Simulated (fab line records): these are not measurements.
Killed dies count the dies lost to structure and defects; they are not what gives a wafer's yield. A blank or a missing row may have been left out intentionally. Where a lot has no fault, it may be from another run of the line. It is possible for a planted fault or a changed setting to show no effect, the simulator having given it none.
fab line records	flow nand-harc
[record] lots = 24	wafers = 72	last-day = 33
route steps=1302 shown A_CONTACT@1049 A_BLC@1119
lots that met no fault: from a run of the same line without faults
start-h: start of the lot's first displayed wafer, in hours after the record's first day	wait-h: hours elapsed since this lot's preceding step	" repeats the value in the row above	L1.1+2: a row that stands for several wafers	- no value present, or no start provided	* or withheld: withheld	< > ~ a bound
route shown NAME@n: names a module that has steps shown in the file, with the first one's number in the route	usual: mean and standard deviation over wafers with no fault	same: alike in all rows	chamber/n: place in a boat	sites: readings site by site	_std_site: the values' standard deviation	_edge_site: outer sites' mean less inner sites'	radius-mm: for every site, how far away it sits from the centre of the wafer	mask NAME#n: copy n	behind: the last tool/chamber to shape the wafer	hold: the reason the lot was held/the length of the hold in hours/how it ended	device: the transistor (n, p or np) that didn't switch	end of line: the tests these same wafers got at the end of their route	step lacking rows: just its recipe	killed: dies that structure and defects cost at the first sort, which is not the same as the wafer's yield	map: per-die view of a wafer (x killed, . not killed, _ where there is no die)
set.NAME: the setting as run; set.NAME@STEP: as run at that earlier step	model.NAME: the simulator's own value behind a step, which no gauge read
a sample of lots followed through the steps of the route, with each step as a table and each wafer as a row
services: the hour from which a tool's chamber was out of use, counted from the record's first day as start-h (under 0 if before that day), plus the number of hours and why
[[steps]]
[step NHARC_A_CONTACT_ETCH_126]
[recipe] source-w = withheld	pressure-mtorr = 20	bias-v = 3000	time-s = 197	target-depth-a = 19180	ar-flow-sccm = withheld	c4f8-flow-sccm = withheld	o2-flow-sccm = withheld	chemistry = C4F8/O2/Ar
[same] time-s = 197
lot.wafer	tool	chamber	start-h	wait-h	rf-hours-counter-h
L074.2	har-cap-etch-02	0	500.09	0.2	85
L074.4	"	0	"	"	-
L074.6	"	1	"	"	-
L076.2	har-cap-etch-02	0	506.26	0.2	87
L076.3	"	0	"	"	-
L076.5	"	1	"	"	-
L075.2	har-cap-etch-02	0	519.06	0.1	92
L075.4	"	0	"	"	-
L075.6	"	0	"	"	-
L077.1	har-cap-etch-03	1	526.68	0.1	51
L077.4	"	0	"	"	-
L077.3	"	1	"	"	-
L078.1	har-cap-etch-02	0	536.23	0.1	95
L078.5	"	0	"	"	-
L078.6	"	1	"	"	-
L079.2	har-cap-etch-01	0	542.75	0.1	6
L079.6	"	1	"	"	-
L079.5	"	0	"	"	-
L081.1	har-cap-etch-03	1	575.59	0.1	55
L081.3	"	1	"	"	-
L081.6	"	1	"	"	-
L080.2	har-cap-etch-01	1	584.70	0.1	13
L080.1	"	0	"	"	13
L080.3	"	0	"	"	-
L082.2	har-cap-etch-03	1	590.17	0.1	58
L082.4	"	0	"	"	-
L082.6	"	1	"	"	-
L083.2	har-cap-etch-01	0	593.22	0.1	14
L083.4	"	0	"	"	-
L083.5	"	1	"	"	-
L085.2	har-cap-etch-01	1	606.38	0.2	17
L085.1	"	0	"	"	17
L085.6	"	1	"	"	-
L084.1	har-cap-etch-03	1	611.53	0.1	64
L084.3	"	1	"	"	-
L084.6	"	0	"	"	-
L086.4	har-cap-etch-02	1	617.58	0.1	-
L086.6	"	0	"	"	-
L086.5	"	1	"	"	-
L090.1	har-cap-etch-03	0	647.63	0.1	69
L090.4	"	1	"	"	-
L090.6	"	0	"	"	-
L088.1	har-cap-etch-02	1	648.12	0.2	112
L088.3	"	1	"	"	-
L088.5	"	0	"	"	-
L087.3	har-cap-etch-03	1	653.38	0.1	-
L087.5	"	0	"	"	-
L087.6	"	1	"	"	-
L089.2	har-cap-etch-01	0	662.76	0.1	28
L089.4	"	0	"	"	-
L089.6	"	1	"	"	-
L092.1	har-cap-etch-02	0	669.59	0.1	118
L092.3	"	1	"	"	-
L092.5	"	1	"	"	-
L091.2	har-cap-etch-01	1	674.41	0.1	30
L091.5	"	1	"	"	-
L091.6	"	0	"	"	-
L093.3	har-cap-etch-02	1	689.65	0.1	-
L093.4	"	0	"	"	-
L093.5	"	1	"	"	-
L095.1	har-cap-etch-01	0	702.23	0.1	35
L095.2	"	1	"	"	35
L095.6	"	1	"	"	-
L094.3	har-cap-etch-03	0	704.32	0.1	-
L094.5	"	0	"	"	-
L094.6	"	1	"	"	-
L096.2	har-cap-etch-02	1	721.16	0.1	127
L096.6	"	1	"	"	-
L096.5	"	0	"	"	-
L097.4	har-cap-etch-01	0	721.36	0.1	-
L097.3	"	1	"	"	-
L097.6	"	1	"	"	-
[step NHARC_A_CONTACT_STRIP_82]
[recipe] o2-flow-sccm = 500	ar-flow-sccm = 0	bias-w = 0	chemistry = O2
[usual] drypump-motor-current-A = 5.6/0.61	o2-flow-sccm = 500.0/1.4	oes-product-au = 0.998/0.0097	rf-vpp-V = 57.9/0.83	showerhead-plenum-p-Torr = 3.59/0.16	throttle-valve-pct = 17.035/0.0087
lot.wafer	tool	chamber	start-h	wait-h	drypump-motor-current-A	o2-flow-sccm	oes-product-au	rf-hours-counter-h	rf-vpp-V	showerhead-plenum-p-Torr	throttle-valve-pct
L074.4	rie-diel-10	1	-	-	6.5	499.0	1.002	25	58.8	3.37	17.039
L074.2	"	3	"	"	6.8	500.6	0.994	21	57.6	3.65	17.027
L074.6	"	1	"	"	6.5	500.0	0.996	-	56.6	3.37	17.038
L076.2	rie-diel-10	1	-	-	6.5	498.1	0.999	26	57.3	3.37	17.019
L076.3	"	2	"	"	5.1	500.6	1.011	26	56.6	3.79	17.038
L076.5	"	1	"	"	6.5	500.0	0.999	-	57.6	3.37	17.041
L075.2	rie-diel-02	1	-	-	5.3	501.5	0.995	43	57.3	3.71	17.016
L075.4	"	0	"	"	6.0	498.8	0.971	42	58.4	3.31	17.033
L075.6	"	2	"	"	6.3	499.4	0.989	-	57.6	3.62	17.042
L077.3	rie-diel-13	1	-	-	5.7	498.8	0.979	0	57.3	3.58	17.038
L077.1	"	3	"	"	4.8	501.0	0.994	0	58.2	3.33	17.048
L077.4	"	0	"	"	5.1	498.6	1.001	0	57.1	3.81	17.039
L078.1	rie-diel-10	2	-	-	5.1	501.6	1.005	39	57.3	3.79	17.040
L078.5	"	2	"	"	5.1	499.0	0.999	-	58.7	3.79	17.040
L078.6	"	3	"	"	6.7	501.1	0.996	-	57.7	3.64	17.026
L079.2	rie-diel-13	0	-	-	5.1	499.5	1.007	3	57.7	3.81	17.031
L079.5	"	3	"	"	4.8	501.2	0.999	-	56.9	3.33	17.044
L079.6	"	0	"	"	5.1	497.7	1.022	-	59.4	3.81	17.034
L081.3	rie-diel-13	1	-	-	5.8	500.6	0.990	7	59.4	3.58	17.027
L081.1	"	2	"	"	5.7	498.9	1.004	6	58.7	3.71	17.041
L081.6	"	1	"	"	5.8	500.1	0.986	-	55.3	3.58	17.035
L080.1	rie-diel-13	0	-	-	5.1	498.2	1.009	10	58.5	3.80	17.041
L080.3	"	2	"	"	5.7	500.1	1.002	11	57.8	3.71	17.036
L080.2	"	3	"	"	4.8	501.3	1.007	11	56.6	3.32	17.021
L082.2	rie-diel-10	3	-	-	6.8	499.5	0.997	51	58.3	3.63	17.031
L082.4	"	1	"	"	6.5	500.1	1.001	62	58.3	3.35	17.033
L082.6	"	3	"	"	6.8	495.5	1.001	-	58.7	3.63	17.029
L083.2	rie-diel-10	3	-	-	6.7	499.2	1.000	51	57.2	3.63	17.046
L083.4	"	1	"	"	6.5	500.5	1.011	62	57.7	3.35	17.042
L083.5	"	3	"	"	6.7	500.0	0.998	-	58.3	3.63	17.048
L085.1	rie-diel-13	0	-	-	5.1	500.2	1.018	15	56.9	3.80	17.023
L085.2	"	2	"	"	5.7	499.8	0.997	16	59.0	3.70	17.042
L085.6	"	0	"	"	5.1	500.6	1.008	-	59.5	3.80	17.025
L084.3	rie-diel-10	3	-	-	6.7	497.2	0.995	3	57.3	3.62	17.026
L084.1	"	2	"	"	5.2	497.9	0.996	5	57.9	3.77	17.034
L084.6	"	0	"	"	5.5	498.4	0.997	-	58.3	3.60	17.056
L086.6	rie-diel-02	3	-	-	5.3	502.0	0.990	-	58.0	3.47	17.024
L086.4	"	1	"	"	5.3	502.9	0.990	-	58.2	3.69	17.043
L086.5	"	2	"	"	6.2	498.9	0.980	-	57.9	3.60	17.058
L090.1	rie-diel-13	3	-	-	4.8	499.5	0.999	22	57.5	3.32	17.039
L090.4	"	1	"	"	5.7	502.1	0.987	24	58.1	3.57	17.041
L090.6	"	3	"	"	4.8	498.9	0.995	-	57.8	3.32	17.039
L088.1	rie-diel-10	2	-	-	5.2	502.5	1.001	17	57.3	3.76	17.021
L088.3	"	0	"	"	5.5	499.1	1.013	12	58.1	3.60	17.028
L088.5	"	2	"	"	5.1	502.4	0.990	-	58.3	3.76	17.030
L087.3	rie-diel-10	2	-	-	5.1	500.8	0.979	19	57.9	3.76	17.034
L087.5	"	0	"	"	5.5	502.1	0.997	-	59.9	3.59	17.035
L087.6	"	1	"	"	6.4	501.7	0.988	-	57.3	3.34	17.041
L089.2	rie-diel-13	2	-	-	5.7	500.1	0.999	25	57.8	3.70	17.033
L089.6	"	1	"	"	5.7	500.3	0.989	-	57.7	3.57	17.029
L089.4	"	3	"	"	4.8	499.9	0.990	-	57.3	3.32	17.019
L092.1	rie-diel-10	0	-	-	5.5	499.5	1.007	19	58.4	3.59	17.036
L092.3	"	2	"	"	5.1	499.4	0.999	23	58.1	3.76	17.045
L092.5	"	2	"	"	5.2	500.5	0.996	-	58.0	3.76	17.035
L091.2	rie-diel-13	1	-	-	5.7	498.7	0.985	28	57.6	3.57	17.017
L091.6	"	2	"	"	5.7	501.4	1.007	-	58.3	3.70	17.046
L091.5	"	3	"	"	4.8	498.9	0.987	-	56.8	3.31	17.027
L093.4	rie-diel-13	1	-	-	5.7	500.1	0.985	31	57.2	3.56	17.023
L093.3	"	2	"	"	5.7	498.3	0.999	30	58.4	3.70	17.035
L093.5	"	1	"	"	5.7	499.5	0.993	-	57.5	3.56	17.045
L095.1	rie-diel-02	2	-	-	6.3	499.8	0.980	44	58.8	3.58	17.047
L095.2	"	1	"	"	5.3	497.6	0.991	48	59.1	3.68	17.042
L095.6	"	2	"	"	6.3	499.4	0.989	-	58.8	3.58	17.043
L094.3	rie-diel-10	2	-	-	5.1	499.4	1.006	35	57.9	3.75	17.033
L094.6	"	1	"	"	6.5	503.3	1.000	-	58.3	3.34	17.026
L094.5	"	2	"	"	5.1	501.2	1.000	-	59.6	3.75	17.028
L096.2	rie-diel-13	3	-	-	4.8	499.7	0.980	3	56.9	3.31	17.050
L096.6	"	2	"	"	5.7	499.4	1.001	-	57.9	3.69	17.046
L096.5	"	3	"	"	4.8	497.3	0.969	-	57.2	3.31	17.046
L097.4	rie-diel-02	2	-	-	6.2	499.8	0.991	52	58.7	3.58	17.034
L097.3	"	3	"	"	5.3	499.3	1.002	47	58.6	3.45	17.040
L097.6	"	1	"	"	5.4	500.6	1.011	-	59.2	3.67	17.031
[step NHARC_A_CONTACT_CD_MEAS_15]
[usual] cd-nm = 189.9/0.54
lot.wafer	tool	chamber	start-h	wait-h	cd-nm
L074.2	cd-sem-01	-	509.00	-	189.6
L074.4	"	-	"	"	189.7
L074.6	"	-	"	"	189.7
L076.2	cd-sem-01	-	517.26	-	190.5
L076.3	"	-	"	"	190.4
L076.5	"	-	"	"	190.8
L075.2	cd-sem-01	-	528.32	-	189.1
L075.4	"	-	"	"	189.0
L075.6	"	-	"	"	189.0
L077.1	cd-sem-03	-	539.70	-	191.3
L077.3	"	-	"	"	191.0
L077.4	"	-	"	"	190.3
L078.1	cd-sem-01	-	546.94	-	189.9
L078.5	"	-	"	"	189.8
L078.6	"	-	"	"	189.4
L079.2	cd-sem-01	-	551.71	-	189.2
L079.5	"	-	"	"	188.8
L079.6	"	-	"	"	189.3
L081.1	cd-sem-02	-	584.84	-	189.7
L081.3	"	-	"	"	190.0
L081.6	"	-	"	"	189.6
L080.1	cd-sem-02	-	593.63	-	190.2
L080.2	"	-	"	"	190.4
L080.3	"	-	"	"	189.9
L082.2	cd-sem-02	-	601.67	-	190.0
L082.4	"	-	"	"	189.1
L082.6	"	-	"	"	189.4
L083.2	cd-sem-02	-	605.76	-	189.8
L083.4	"	-	"	"	189.0
L083.5	"	-	"	"	190.3
L085.1	cd-sem-02	-	617.18	-	190.8
L085.2	"	-	"	"	190.2
L085.6	"	-	"	"	190.3
L084.1	cd-sem-01	-	624.74	-	189.4
L084.3	"	-	"	"	190.4
L084.6	"	-	"	"	189.3
L086.4	cd-sem-02	-	626.60	-	190.6
L086.5	"	-	"	"	190.1
L086.6	"	-	"	"	190.0
L090.1	cd-sem-03	-	659.15	-	189.4
L090.4	"	-	"	"	190.0
L090.6	"	-	"	"	189.8
L088.1	cd-sem-03	-	660.12	-	189.7
L088.3	"	-	"	"	190.0
L088.5	"	-	"	"	189.8
L087.3	cd-sem-01	-	665.79	-	189.7
L087.5	"	-	"	"	190.0
L087.6	"	-	"	"	189.5
L089.2	cd-sem-01	-	677.17	-	189.3
L089.4	"	-	"	"	189.1
L089.6	"	-	"	"	189.6
L092.1	cd-sem-01	-	683.73	-	190.3
L092.3	"	-	"	"	189.3
L092.5	"	-	"	"	189.7
L091.2	cd-sem-02	-	685.28	-	190.4
L091.5	"	-	"	"	189.8
L091.6	"	-	"	"	190.4
L093.3	cd-sem-02	-	698.54	-	190.0
L093.4	"	-	"	"	189.8
L093.5	"	-	"	"	190.2
L095.1	cd-sem-01	-	713.85	-	189.6
L095.2	"	-	"	"	189.4
L095.6	"	-	"	"	189.6
L094.3	cd-sem-03	-	715.44	-	189.8
L094.5	"	-	"	"	189.5
L094.6	"	-	"	"	190.0
L096.2	cd-sem-01	-	730.29	-	189.6
L096.5	"	-	"	"	190.0
L096.6	"	-	"	"	190.0
L097.3	cd-sem-03	-	730.44	-	189.9
L097.4	"	-	"	"	190.6
L097.6	"	-	"	"	190.7
[step NHARC_A_CONTACT_CVD_19]
[recipe] target-thk-a = 3000	temp-c = 300	pressure-torr = 40	wf6-flow-sccm = 40	h2-flow-sccm = 1600	ar-flow-sccm = 1560	time-s = 802	material = W
[usual] heater-power-w = 457/16	throttle-valve-pct = 7.9/0.38
[same] time-s = 802
lot.wafer	tool	chamber	start-h	wait-h	heater-power-w	throttle-valve-pct
L074.2	cvd-w-01	0	-	-	445	7.4
L074.4	"	0	"	"	431	7.6
L074.6	"	1	"	"	461	8.0
L076.2	cvd-w-02	1	-	-	462	7.6
L076.3	"	1	"	"	471	7.6
L076.5	"	1	"	"	467	7.9
L075.2	cvd-w-02	0	-	-	480	8.4
L075.4	"	0	"	"	463	8.4
L075.6	"	0	"	"	459	8.4
L077.1	cvd-w-02	0	-	-	457	8.2
L077.3	"	0	"	"	470	8.3
L077.4	"	0	"	"	451	8.5
L078.1	cvd-w-02	0	-	-	474	8.1
L078.5	"	1	"	"	463	8.0
L078.6	"	0	"	"	459	8.5
L079.2	cvd-w-02	1	-	-	477	7.5
L079.5	"	0	"	"	461	8.4
L079.6	"	1	"	"	472	7.8
L081.1	cvd-w-01	0	-	-	443	7.2
L081.3	"	1	"	"	469	8.0
L081.6	"	0	"	"	447	7.6
L080.2	cvd-w-01	0	-	-	454	7.7
L080.1	"	1	"	"	466	8.2
L080.3	"	0	"	"	442	7.4
L082.2	cvd-w-01	0	-	-	447	7.4
L082.4	"	0	"	"	434	7.2
L082.6	"	0	"	"	432	7.4
L083.2	cvd-w-01	0	-	-	443	7.4
L083.4	"	0	"	"	446	7.3
L083.5	"	1	"	"	487	8.1
L085.1	cvd-w-02	1	-	-	472	7.6
L085.2	"	0	"	"	454	8.4
L085.6	"	0	"	"	465	8.3
L084.1	cvd-w-01	1	-	-	483	8.2
L084.3	"	1	"	"	473	8.1
L084.6	"	0	"	"	446	7.5
L086.4	cvd-w-02	0	-	-	464	8.5
L086.6	"	0	"	"	472	8.2
L086.5	"	1	"	"	470	7.6
L090.1	cvd-w-01	0	-	-	449	7.6
L090.4	"	1	"	"	474	8.1
L090.6	"	0	"	"	445	7.4
L088.1	cvd-w-02	1	-	-	454	7.7
L088.3	"	0	"	"	430	8.5
L088.5	"	1	"	"	441	7.6
L087.3	cvd-w-01	1	-	-	484	8.4
L087.6	"	1	"	"	471	8.3
L087.5	"	0	"	"	441	7.4
L089.2	cvd-w-02	1	-	-	456	7.6
L089.4	"	0	"	"	440	8.5
L089.6	"	0	"	"	440	8.2
L092.1	cvd-w-01	0	-	-	455	7.5
L092.3	"	0	"	"	449	7.5
L092.5	"	0	"	"	432	7.3
L091.2	cvd-w-02	0	-	-	446	8.2
L091.6	"	1	"	"	464	7.9
L091.5	"	0	"	"	432	8.2
L093.3	cvd-w-02	0	-	-	433	8.3
L093.4	"	1	"	"	466	7.5
L093.5	"	0	"	"	435	8.3
L095.2	cvd-w-02	0	-	-	441	8.3
L095.1	"	1	"	"	450	7.8
L095.6	"	1	"	"	457	7.8
L094.3	cvd-w-01	0	-	-	444	7.7
L094.6	"	1	"	"	479	8.2
L094.5	"	0	"	"	448	7.3
L096.2	cvd-w-02	1	-	-	450	7.7
L096.5	"	0	"	"	431	8.5
L096.6	"	1	"	"	454	7.7
L097.3	cvd-w-02	0	-	-	436	8.4
L097.4	"	1	"	"	450	7.7
L097.6	"	0	"	"	432	8.4
[step NHARC_A_CONTACT_INSPECT_23]
[usual] raw-defect-count = 491/110
lot.wafer	tool	chamber	start-h	wait-h	raw-defect-count
L074.2	defect-inspect-02	-	511.45	0.1	479
L074.4	"	-	"	"	426
L074.6	"	-	"	"	416
L076.2	defect-inspect-01	-	519.69	0.1	350
L076.3	"	-	"	"	390
L076.5	"	-	"	"	365
L075.2	defect-inspect-02	-	531.59	0.1	503
L075.4	"	-	"	"	455
L075.6	"	-	"	"	489
L077.1	defect-inspect-02	-	542.87	0.1	466
L077.3	"	-	"	"	721
L077.4	"	-	"	"	618
L078.1	defect-inspect-02	-	549.41	0.1	500
L078.5	"	-	"	"	498
L078.6	"	-	"	"	547
L079.2	defect-inspect-02	-	554.14	0.1	422
L079.5	"	-	"	"	496
L079.6	"	-	"	"	444
L081.1	defect-inspect-01	-	587.37	0.1	403
L081.3	"	-	"	"	505
L081.6	"	-	"	"	546
L080.1	defect-inspect-02	-	596.17	0.1	499
L080.2	"	-	"	"	514
L080.3	"	-	"	"	575
L082.2	defect-inspect-01	-	604.26	0.1	328
L082.4	"	-	"	"	469
L082.6	"	-	"	"	396
L083.2	defect-inspect-01	-	608.65	0.1	387
L083.4	"	-	"	"	521
L083.5	"	-	"	"	473
L085.1	defect-inspect-02	-	619.62	0.1	500
L085.2	"	-	"	"	384
L085.6	"	-	"	"	561
L084.1	defect-inspect-02	-	627.26	0.1	726
L084.3	"	-	"	"	867
L084.6	"	-	"	"	654
L086.4	defect-inspect-01	-	629.19	0.1	525
L086.5	"	-	"	"	708
L086.6	"	-	"	"	598
L090.1	defect-inspect-02	-	661.67	0.1	498
L090.4	"	-	"	"	449
L090.6	"	-	"	"	464
L088.1	defect-inspect-01	-	662.77	0.1	439
L088.3	"	-	"	"	546
L088.5	"	-	"	"	463
L087.3	defect-inspect-01	-	668.33	0.1	516
L087.5	"	-	"	"	533
L087.6	"	-	"	"	547
L089.2	defect-inspect-01	-	680.62	0.1	436
L089.4	"	-	"	"	528
L089.6	"	-	"	"	534
L092.1	defect-inspect-02	-	686.15	0.1	360
L092.3	"	-	"	"	424
L092.5	"	-	"	"	636
L091.2	defect-inspect-02	-	687.73	0.1	471
L091.5	"	-	"	"	610
L091.6	"	-	"	"	685
L093.3	defect-inspect-02	-	701.01	0.1	630
L093.4	"	-	"	"	300
L093.5	"	-	"	"	403
L095.1	defect-inspect-01	-	716.30	0.1	434
L095.2	"	-	"	"	405
L095.6	"	-	"	"	439
L094.3	defect-inspect-02	-	717.86	0.1	359
L094.5	"	-	"	"	417
L094.6	"	-	"	"	418
L096.2	defect-inspect-02	-	732.70	0.1	536
L096.5	"	-	"	"	563
L096.6	"	-	"	"	510
L097.3	defect-inspect-01	-	733.46	0.1	387
L097.4	"	-	"	"	369
L097.6	"	-	"	"	374
[step NHARC_A_BLC_INSPECT_12]
[usual] raw-defect-count = 82/26
lot.wafer	tool	chamber	start-h	wait-h	raw-defect-count
L074.2	defect-inspect-02	-	511.96	0.0	39
L074.4	"	-	"	"	55
L074.6	"	-	"	"	34
L076.2	defect-inspect-02	-	520.33	0.0	84
L076.3	"	-	"	"	77
L076.5	"	-	"	"	82
L075.2	defect-inspect-02	-	532.10	0.0	111
L075.4	"	-	"	"	98
L075.6	"	-	"	"	110
L077.1	defect-inspect-02	-	543.37	0.0	148
L077.3	"	-	"	"	147
L077.4	"	-	"	"	166
L078.1	defect-inspect-01	-	549.92	0.0	133
L078.5	"	-	"	"	118
L078.6	"	-	"	"	135
L079.2	defect-inspect-02	-	554.64	0.0	72
L079.5	"	-	"	"	53
L079.6	"	-	"	"	75
L081.1	defect-inspect-01	-	588.00	0.0	54
L081.3	"	-	"	"	77
L081.6	"	-	"	"	82
L080.1	defect-inspect-02	-	596.68	0.0	76
L080.2	"	-	"	"	87
L080.3	"	-	"	"	74
L082.2	defect-inspect-02	-	604.77	0.0	85
L082.4	"	-	"	"	84
L082.6	"	-	"	"	76
L083.2	defect-inspect-01	-	609.28	0.0	74
L083.4	"	-	"	"	73
L083.5	"	-	"	"	83
L085.1	defect-inspect-01	-	620.13	0.0	56
L085.2	"	-	"	"	61
L085.6	"	-	"	"	61
L084.1	defect-inspect-01	-	627.78	0.0	95
L084.3	"	-	"	"	90
L084.6	"	-	"	"	93
L086.4	defect-inspect-02	-	629.82	0.0	73
L086.5	"	-	"	"	53
L086.6	"	-	"	"	67
L090.1	defect-inspect-02	-	662.18	0.0	102
L090.4	"	-	"	"	101
L090.6	"	-	"	"	81
L088.1	defect-inspect-02	-	663.41	0.0	35
L088.3	"	-	"	"	51
L088.5	"	-	"	"	51
L087.3	defect-inspect-02	-	668.96	0.0	91
L087.5	"	-	"	"	99
L087.6	"	-	"	"	79
L089.2	defect-inspect-02	-	681.25	0.0	109
L089.4	"	-	"	"	105
L089.6	"	-	"	"	103
L092.1	defect-inspect-02	-	686.66	0.0	71
L092.3	"	-	"	"	65
L092.5	"	-	"	"	78
L091.2	defect-inspect-02	-	688.24	0.0	72
L091.5	"	-	"	"	82
L091.6	"	-	"	"	72
L093.3	defect-inspect-01	-	701.64	0.0	42
L093.4	"	-	"	"	48
L093.5	"	-	"	"	38
L095.1	defect-inspect-01	-	716.94	0.0	50
L095.2	"	-	"	"	61
L095.6	"	-	"	"	72
L094.3	defect-inspect-02	-	718.49	0.0	111
L094.5	"	-	"	"	81
L094.6	"	-	"	"	85
L096.2	defect-inspect-02	-	733.21	0.0	101
L096.5	"	-	"	"	84
L096.6	"	-	"	"	100
L097.3	defect-inspect-01	-	734.09	0.0	91
L097.4	"	-	"	"	114
L097.6	"	-	"	"	80
[[services]]
tool	chamber	start-h	hours	kind
har-cap-etch-02	-	489.88	1.1	repair
har-cap-etch-01	-	498.43	17.0	pm
cvd-w-01	0	498.74	9.9	repair
rie-diel-13	-	519.10	9.0	pm
cvd-w-02	1	533.44	13.9	repair
cvd-w-01	-	547.60	13.0	pm
rie-diel-10	3	562.48	11.0	repair
rie-diel-13	2	568.16	8.0	repair
rie-diel-10	-	601.03	9.0	pm
rie-diel-02	0	602.62	32.6	repair
cvd-w-02	-	631.11	13.0	pm
cvd-w-02	0	631.11	13.0	vent-cycle
cvd-w-02	1	631.11	13.0	vent-cycle
rie-diel-10	0	633.93	1.8	repair
cvd-w-02	0	644.11	-	clean
rie-diel-13	-	657.37	2.3	repair
rie-diel-02	1	662.03	4.3	repair
rie-diel-10	1	671.73	10.6	repair
rie-diel-02	1	679.68	2.1	repair
rie-diel-02	2	688.57	2.7	repair
rie-diel-13	-	696.25	9.0	pm
rie-diel-02	-	706.52	0.7	repair
cvd-w-02	-	706.86	1.4	repair
cvd-w-01	-	729.08	13.0	pm
[[key]]
fault none
